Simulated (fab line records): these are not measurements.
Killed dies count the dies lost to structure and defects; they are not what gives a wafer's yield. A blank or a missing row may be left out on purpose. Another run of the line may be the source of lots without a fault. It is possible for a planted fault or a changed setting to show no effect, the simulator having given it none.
Chamber matching -- flow nandHarc -- NHARC_P_GATE_DESCUM_48 on rieDiel-07: 4 sister chambers
The step chemistry O2, time 3 s. 8 wafers are shown with their chamber, then 10 later ones without.

== WAFERS WITH THEIR CHAMBER ==
wafer,chamber,drypumpMotorCurrentA (A),oesProductAu (a.u.)
L079.3,0,6.5,1.014
L080.6,2,5.4,0.993
L082.4,2,5.5,0.997
L083.1,3,6.2,0.997
L083.2,0,6.5,1.010
L083.4,1,5.2,0.993
L085.3,1,5.3,0.986
L085.5,3,6.2,1.012

== WAFERS WITH NO CHAMBER GIVEN ==
wafer,drypumpMotorCurrentA (A),oesProductAu (a.u.)
L085.6,6.5,1.008
L089.1,6.2,1.001
L089.3,5.3,0.995
L089.5,5.3,1.006
L092.2,5.4,1.004
L092.3,6.2,1.008
L092.4,6.5,1.008
L094.2,5.4,0.993
L094.4,6.2,1.001
L094.5,5.4,0.999

== WHICH CHAMBER EACH WENT THROUGH ==
wafer,from the rows above,in truth
L085.6,0,0
L089.1,3,3
L089.3,can't be placed: 1 or 2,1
L089.5,can't be placed: 1 or 2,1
L092.2,2,2
L092.3,3,3
L092.4,0,0
L094.2,2,2
L094.4,3,3
L094.5,2,2
8 of 10 placed correctly. Cannot be placed on the basis of these rows: 2; the candidates contain the true chamber in 2. Wrongly placed: 0.
How it was worked out, from the rows above alone: a wafer's distance from a chamber is the root of the sum, over the readings, of the square of ((its reading less the chamber's mean) divided by the reading's scatter). The wafer belongs to the nearest chamber; if the next one is less than 2 further off, it can't be placed. A chamber's mean is the mean of its shown wafers. The scatter is the square root of a quotient: the sum, over the shown wafers, of each reading's squared deviation from its chamber's mean, divided by wafers minus chambers.
